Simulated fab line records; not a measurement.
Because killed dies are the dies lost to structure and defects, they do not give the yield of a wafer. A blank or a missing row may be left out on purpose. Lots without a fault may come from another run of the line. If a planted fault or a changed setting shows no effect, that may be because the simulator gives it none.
Matching of chambers + flow n5_finfet + rie_diel-02 running N5_HKMG_FIN_ETCH_35: 4 sister chambers
The step etches SOC in N2/H2, target depth 215.8 nm, time 243.4 s. 20 wafers are shown with their chamber, then 10 later ones without.

WAFERS PAIRED WITH THEIR CHAMBERS
| wafer  | chamber | drypump_motor_current_A (A) | throttle_valve_pct (%) | showerhead_plenum_p_Torr (Torr) |
|--------|---------|-----------------------------|------------------------|---------------------------------|
| L075.4 | 2       | 5.5                         | 17.68                  | 2.54                            |
| L075.5 | 0       | 5.7                         | 18.30                  | 2.64                            |
| L075.6 | 1       | 4.7                         | 17.98                  | 2.58                            |
| L077.4 | 1       | 4.7                         | 17.99                  | 2.58                            |
| L077.5 | 3       | 5.1                         | 17.70                  | 2.65                            |
| L077.6 | 2       | 5.5                         | 17.67                  | 2.54                            |
| L078.1 | 1       | 4.7                         | 18.00                  | 2.57                            |
| L078.3 | 3       | 5.1                         | 17.73                  | 2.65                            |
| L078.4 | 2       | 5.5                         | 17.68                  | 2.53                            |
| L079.2 | 2       | 5.5                         | 17.69                  | 2.53                            |
| L079.5 | 3       | 5.1                         | 17.71                  | 2.65                            |
| L079.6 | 2       | 5.5                         | 17.70                  | 2.53                            |
| L080.2 | 1       | 4.7                         | 17.99                  | 2.57                            |
| L080.3 | 3       | 5.1                         | 17.73                  | 2.65                            |
| L080.6 | 1       | 4.7                         | 18.01                  | 2.57                            |
| L082.2 | 3       | 5.1                         | 17.73                  | 2.65                            |
| L082.4 | 2       | 5.5                         | 17.69                  | 2.53                            |
| L082.5 | 2       | 5.5                         | 17.70                  | 2.53                            |
| L084.2 | 2       | 5.5                         | 17.72                  | 2.53                            |
| L084.3 | 1       | 4.6                         | 17.99                  | 2.57                            |

SIGNATURES, as means of the wafers listed above
| reading                  | chamber 0 | chamber 1 | chamber 2 | chamber 3 | scatter within a chamber |
|--------------------------|-----------|-----------|-----------|-----------|--------------------------|
| drypump_motor_current_A  | 5.700     | 4.683     | 5.500     | 5.100     | 0.0228                   |
| throttle_valve_pct       | 18.3000   | 17.9933   | 17.6913   | 17.7200   | 0.0137                   |
| showerhead_plenum_p_Torr | 2.6400    | 2.5733    | 2.5325    | 2.6500    | 0.00421                  |
Rule: for a wafer and a chamber, the distance is found by dividing, reading by reading, the gap between the wafer's reading and the chamber's mean by the reading's scatter, squaring, summing and taking the root. If the next closest chamber is less than 2 further off than the closest, the wafer can't be placed; otherwise it belongs to the closest. The scatter: take each reading less its chamber's mean, square it, sum over the shown wafers, divide by the number of wafers less the number of chambers, and take the root.

WAFERS WITHOUT THEIR CHAMBER
| wafer  | drypump_motor_current_A (A) | throttle_valve_pct (%) | showerhead_plenum_p_Torr (Torr) |
|--------|-----------------------------|------------------------|---------------------------------|
| L084.4 | 5.7                         | 18.33                  | 2.63                            |
| L089.3 | 5.7                         | 18.35                  | 2.63                            |
| L089.4 | 5.1                         | 17.75                  | 2.64                            |
| L089.5 | 5.1                         | 17.75                  | 2.64                            |
| L093.1 | 5.1                         | 17.76                  | 2.64                            |
| L093.3 | 5.5                         | 17.75                  | 2.52                            |
| L093.6 | 5.1                         | 17.78                  | 2.64                            |
| L094.1 | 5.7                         | 18.38                  | 2.62                            |
| L094.2 | 5.5                         | 17.72                  | 2.52                            |
| L094.3 | 4.7                         | 18.03                  | 2.56                            |

EACH ONE'S CHAMBER
| wafer  | from the rows above | in truth |
|--------|---------------------|----------|
| L084.4 | 0                   | 0        |
| L089.3 | 0                   | 0        |
| L089.4 | 3                   | 3        |
| L089.5 | 3                   | 3        |
| L093.1 | 3                   | 3        |
| L093.3 | 2                   | 2        |
| L093.6 | 3                   | 3        |
| L094.1 | 0                   | 0        |
| L094.2 | 2                   | 2        |
| L094.3 | 1                   | 1        |
10 of 10 placed correctly. Can't be placed from these rows: 0. Placed wrongly: 0.
